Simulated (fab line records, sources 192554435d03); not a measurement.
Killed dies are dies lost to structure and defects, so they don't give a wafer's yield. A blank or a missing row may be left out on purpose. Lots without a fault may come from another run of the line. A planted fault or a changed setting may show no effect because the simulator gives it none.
Problem report in the 8D (eight disciplines) form, filled by code | flow n5_finfet | the parts of the form that need people (team, actions taken, sign-off) are left out

1. THE PROBLEM
thk_nm at N5_SD_EPI_P_EPI_MEAS_23 reads a mean of 71.4 nm on 3 wafers of 2 lots; wafers without a fault read 61.0 nm with a standard deviation of 1.3. That is +8.0 standard deviations from the usual mean.
First seen on wafer L390.3, day 8 06:47, on film_metro-02. The record holds 24 wafers of 9 lots with a number at this step. Rule for "out", or "out of limits": more than 4 standard deviations from the usual mean. The other wafers with a number count as sound.

2. WHAT IT IS AND WHAT IT IS NOT
question                    | is                     | is not
which readings at this step | thk_nm                 | -
which lots                  | L390, L394             | L374, L376, L379, L380, L381, L382, L384
which wafers of those lots  | L390.3, L390.4, L394.3 | L394.5, L394.6
read on which gauges        | film_metro-02          | film_metro-01
when                        | from day 8 06:47       | up to then (19 sound wafers); but 2 sound wafers of L394 came after

3. SUSPECTS, AND WHAT RULES EACH OUT
Counting: a tool at a process step up to the reading stays a suspect if it ran every lot that is out. Sound lots after the first of them don't rule it out here, since some wafers of a struck lot are sound.
- the gauge at N5_SD_EPI_P_EPI_MEAS_23: ruled out. All the wafers that are out were read on film_metro-02, but those of them that N5_SD_ACTIVATION_RS_MEAS_03 has rows for are out there too, on other tools.
- rie_diel-04 at N5_SD_EPI_P_ETCH_36 (etches SiARC in CF4, target depth 45.5 nm, time 75.8 s): kept. It ran every lot that is out, first L390 (day 8 03:17); its last sound lot up to then is L382 (day 6 07:01).
- epi_rpcvd-03 at N5_SD_EPI_P_EPI_21 (deposits SiGe:B, time 355 s): kept. It ran every lot that is out, first L390 (day 8 05:19); its last sound lot up to then is L381 (day 5 21:12).
Left after counting: rie_diel-04 at N5_SD_EPI_P_ETCH_36, epi_rpcvd-03 at N5_SD_EPI_P_EPI_21.

4. THE CAUSE (what the simulator had put in)
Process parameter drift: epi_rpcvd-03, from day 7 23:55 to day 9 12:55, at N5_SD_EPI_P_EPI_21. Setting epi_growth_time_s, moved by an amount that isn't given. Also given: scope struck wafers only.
Counting left 2 suspects, and this tool is among them.

5. THE CHAIN OF EFFECTS, in route order
Each row: a reading whose mean over the struck wafers that have a number lies more than 3 standard deviations from the usual. Only readings for which the record gives a usual standard deviation are gone through. hours: the time from each lot's start at the first step in this table that gives one to its start at this step, as a median over the lots. sigmas: the change in usual standard deviations.
hours | step                        | reading | usual       | on struck wafers | change | sigmas
0     | N5_SD_EPI_P_EPI_MEAS_23     | thk_nm  | 61.0 nm     | 71.4             | +10.4  | +8.0
1     | N5_SD_ACTIVATION_RS_MEAS_03 | RS_SD_P | 55.7 ohm/sq | 48.1             | -7.6   | -9.5
116   | N5_BEOL_M4_RC_MEAS_101      | RS_SD_P | 65.4 ohm/sq | 56.2             | -9.2   | -8.3

6. WHAT WOULD HAVE CAUGHT IT SOONER
In this record the first reading out of limits at a measuring or inspecting step was taken at day 8 06:47, 7 hours after the fault began at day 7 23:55.
Of the lots that are out (2), L394 began N5_SD_EPI_P_EPI_21 on epi_rpcvd-03 after day 8 06:47. A hold on the tool at that time would have spared it.
